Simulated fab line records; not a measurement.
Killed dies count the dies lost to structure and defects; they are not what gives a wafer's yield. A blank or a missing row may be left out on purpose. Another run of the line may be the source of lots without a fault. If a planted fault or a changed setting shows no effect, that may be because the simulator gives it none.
The same fault as seen by 3 desks | flow n5Finfet | every desk sees just its own numbers, and what lay behind them comes last

== THE DEFECT DESK ==
For each lot, the counts of the inspections along the route, averaged over the sampled wafers that have a number. The brackets show how far a lot's mean lies from the usual mean; more than 4 standard deviations puts the lot out of limits, marked OUT.
Columns: A = rawDefectCount at N5_PASSIVATION_INSPECT_57, usual 2.0
lot  | first seen here | A
L194 | day 11 01:56    | 1.0
L195 | day 11 03:28    | 2.3
L193 | day 11 13:59    | 1.3
L197 | day 12 12:10    | 2.3
L202 | day 16 06:46    | 0.3
L203 | day 16 11:55    | 1.0
L207 | day 16 17:00    | 1.7
L208 | day 17 04:24    | 1.3
L210 | day 17 08:19    | 1.3
L214 | day 18 00:19    | 4.0
Finding of this desk: none of the 10 lots has anything out of limits.

== METROLOGY DESK ==
Lot by lot, what the gauges showed, no matter which tool ran the lot: averages of those sampled wafers that carry a number. The brackets show how far a lot's mean lies from the usual mean; more than 4 standard deviations puts the lot out of limits, marked OUT. Readings shown: 7 of its 11, picked as those furthest out on some lot.
Columns: A = DIBL_P at N5_BEOL_M4_RC_MEAS_101, usual 36.2 mV/V; B = IOFF_N at N5_BEOL_M4_RC_MEAS_101, usual 0.16 nA/um; C = IOFF_P at N5_BEOL_M4_RC_MEAS_101, usual 0.21 nA/um; D = SS_N at N5_BEOL_M4_RC_MEAS_101, usual 71.5 mV/dec; E = SS_P at N5_BEOL_M4_RC_MEAS_101, usual 73.1 mV/dec; F = VT_P at N5_BEOL_M4_RC_MEAS_101, usual -250 mV; G = TV_OVL at N5_PASSIVATION_OVL_MEAS_60, usual 2 nm
lot  | first seen here | A    | B    | C    | D    | E    | F    | G
L194 | day 7 18:56     | 32.2 | 0.12 | 0.14 | 70.1 | 72.2 | -257 | 3
L193 | day 7 21:28     | 39.5 | 0.19 | 0.27 | 71.9 | 73.6 | -246 | 3
L195 | day 7 21:52     | 36.0 | 0.12 | 0.15 | 71.3 | 72.8 | -258 | 0
L197 | day 8 17:58     | 36.7 | 0.14 | 0.18 | 71.9 | 73.7 | -257 | 7
L202 | day 11 03:40    | 40.2 | 0.23 | 0.24 | 72.0 | 74.8 | -249 | 1
L203 | day 11 05:39    | 35.7 | 0.16 | 0.22 | 71.6 | 73.0 | -249 | -6
L207 | day 11 14:35    | 36.8 | 0.18 | 0.27 | 72.2 | 74.0 | -246 | 2
L208 | day 11 17:31    | 37.3 | 0.17 | 0.20 | 71.5 | 73.3 | -252 | 0
L210 | day 12 12:38    | 38.0 | 0.20 | 0.25 | 71.4 | 74.0 | -249 | 2
L214 | day 13 12:28    | 36.8 | 0.17 | 0.23 | 71.9 | 72.8 | -250 | 3
Finding of this desk: none of the 10 lots has anything out of limits.

== AT THE TOOL OWNER'S DESK: pecvd-01 ==
The tool's own readings at N5_PASSIVATION_PECVD_01 (deposits SiNx from SiH4/NH3/N2, target thk 200 nm, time 43.2 s): means of the sampled wafers that have a number, for each lot that ran on this tool. The brackets show how far a lot's mean lies from the usual mean; more than 4 standard deviations puts the lot out of limits, marked OUT.
Columns: A = heaterPowerW at N5_PASSIVATION_PECVD_01, usual 352 W; B = showerheadPlenumPTorr at N5_PASSIVATION_PECVD_01, usual 8.62 Torr; C = throttleValvePct at N5_PASSIVATION_PECVD_01, usual 28.2 %
lot  | first seen here | A   | B    | C
L194 | day 10 15:49    | 318 | 8.61 | 28.2
L197 | day 12 01:58    | 301 | 8.66 | 27.0
L203 | day 16 01:34    | 320 | 8.61 | 29.1
L207 | day 16 02:10    | 289 | 8.61 | 28.6
L210 | day 17 00:22    | 333 | 8.59 | 28.6
Finding of this desk: none of the 5 lots has anything out of limits.

== PUT TOGETHER ==
The defect desk saw nothing out of limits.
Nothing out of limits was seen by the metrology desk.
Nothing out of limits was seen by the tool owner's desk.

== WHAT THE SIMULATOR PUT IN ==
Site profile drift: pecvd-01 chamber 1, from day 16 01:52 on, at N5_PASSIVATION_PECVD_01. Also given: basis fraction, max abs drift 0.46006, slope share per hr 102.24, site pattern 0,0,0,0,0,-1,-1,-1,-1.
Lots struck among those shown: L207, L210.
